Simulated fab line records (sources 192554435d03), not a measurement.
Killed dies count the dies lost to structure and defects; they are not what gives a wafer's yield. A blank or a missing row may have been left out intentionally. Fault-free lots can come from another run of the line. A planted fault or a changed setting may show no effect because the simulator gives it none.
Chamber matching	flow n5-finfet	3 sister chambers for N5_BEOL_M10_CURE_71 on uv-cure-02
The step cures SiCOH lowk, time 240 s. 16 wafers are shown with their chamber, then 7 later ones without.

WAFERS PAIRED WITH THEIR CHAMBERS
wafer	chamber	wafer_temp_C_max	lamp-power-pct (%)
L412.2	2	386.9	52.38
L412.3	2	386.5	52.43
L412.4	2	386.1	52.31
L410.1	0	387.6	52.22
L410.4	0	387.5	52.44
L410.5	0	388.0	52.37
L409.2	1	386.8	52.37
L409.3	1	386.6	52.32
L409.6	1	386.9	52.33
L411.2	0	386.6	52.26
L411.3	0	388.4	52.35
L411.4	0	386.9	52.28
L418.2	0	387.0	52.32
L418.3	0	387.0	52.39
L419.2	1	386.6	52.35
L419.3	1	386.2	52.33

SIGNATURES (means of the wafers above)
reading	chamber 0	chamber 1	chamber 2	scatter within a chamber
wafer_temp_C_max	387.375	386.620	386.500	0.498
lamp-power-pct	52.3287	52.3400	52.3733	0.0596
Rule: distance of a wafer from a chamber = root of the sum over the readings of ((wafer's reading minus chamber's mean) / reading's scatter) squared. The wafer belongs to the nearest chamber; if the next one is less than 2 further off, it can't be placed. The scatter: the root of (the sum of the squares of (reading less its chamber's mean) over the shown wafers, divided by (wafers less chambers)).

WAFERS WITHOUT THEIR CHAMBER
wafer	wafer_temp_C_max	lamp-power-pct (%)
L419.6	386.6	52.40
L421.1	387.6	52.34
L421.2	387.5	52.29
L421.6	386.8	52.37
L423.4	386.6	52.35
L423.5	386.5	52.25
L423.6	385.7	52.28

WHICH CHAMBER EACH WENT THROUGH
wafer	from the rows above	in truth
L419.6	can't be placed: 2 or 1 or 0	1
L421.1	can't be placed: 0 or 1 or 2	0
L421.2	can't be placed: 0 or 1 or 2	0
L421.6	can't be placed: 2 or 1 or 0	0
L423.4	can't be placed: 1 or 2 or 0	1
L423.5	can't be placed: 1 or 2 or 0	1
L423.6	can't be placed: 1 or 2 or 0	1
Correctly placed: 0 of 7. From these rows, 7 cannot be placed; in 7 the true chamber is one of the candidates. Wrongly placed: 0.
